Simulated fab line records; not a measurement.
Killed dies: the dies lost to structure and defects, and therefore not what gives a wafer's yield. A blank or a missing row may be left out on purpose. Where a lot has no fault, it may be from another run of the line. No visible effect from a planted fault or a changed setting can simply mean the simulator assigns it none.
Chamber matching + flow nand_harc + NHARC_P_M1_PRE_CLEAN_32 on pecvd-04 has 3 sister chambers
The step time 12 s. 16 wafers are shown with their chamber, then 8 later ones without.

== WAFERS WITH THEIR CHAMBER ==
| wafer  | chamber | heater_power_w (W) |
|--------|---------|--------------------|
| L846.1 | 2       | 610                |
| L846.2 | 1       | 653                |
| L846.5 | 1       | 656                |
| L847.2 | 0       | 695                |
| L847.3 | 2       | 639                |
| L847.5 | 2       | 634                |
| L849.3 | 0       | 667                |
| L849.4 | 1       | 628                |
| L849.6 | 0       | 657                |
| L851.2 | 1       | 727                |
| L851.3 | 0       | 684                |
| L851.6 | 1       | 737                |
| L855.1 | 0       | 694                |
| L855.3 | 2       | 629                |
| L855.5 | 1       | 728                |
| L854.1 | 0       | 678                |

SIGNATURES (averages over the wafers above)
| reading        | chamber 0 | chamber 1 | chamber 2 | scatter within a chamber |
|----------------|-----------|-----------|-----------|--------------------------|
| heater_power_w | 679.17    | 688.17    | 628.00    | 31.6                     |
Rule: a wafer's distance from a chamber is the root of the sum, over the readings, of the square of ((its reading less the chamber's mean) divided by the reading's scatter). The wafer belongs to the nearest chamber; if the next one is less than 2 further off, it can't be placed. How the scatter is found: for the shown wafers, subtract from each reading the mean of its chamber, square and add these, divide the total by (wafers less chambers), then take the root.

== WAFERS MISSING THEIR CHAMBER ==
| wafer  | heater_power_w (W) |
|--------|--------------------|
| L854.3 | 708                |
| L854.5 | 606                |
| L861.1 | 580                |
| L861.2 | 726                |
| L861.5 | 511                |
| L867.1 | 629                |
| L867.3 | 624                |
| L867.6 | 643                |

== CHAMBER TAKEN BY EACH ==
| wafer  | from the rows above          | in truth |
|--------|------------------------------|----------|
| L854.3 | can't be placed: 1 or 0 or 2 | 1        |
| L854.5 | can't be placed: 2 or 0 or 1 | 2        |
| L861.1 | can't be placed: 2 or 0 or 1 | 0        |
| L861.2 | can't be placed: 1 or 0 or 2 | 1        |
| L861.5 | can't be placed: 2 or 0 or 1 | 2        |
| L867.1 | can't be placed: 2 or 0 or 1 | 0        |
| L867.3 | can't be placed: 2 or 0 or 1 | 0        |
| L867.6 | can't be placed: 2 or 0 or 1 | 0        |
Placed correctly: 0 of 8. Not placeable from these rows: 8 (in 8, the candidates include the true chamber). 0 placed wrongly.
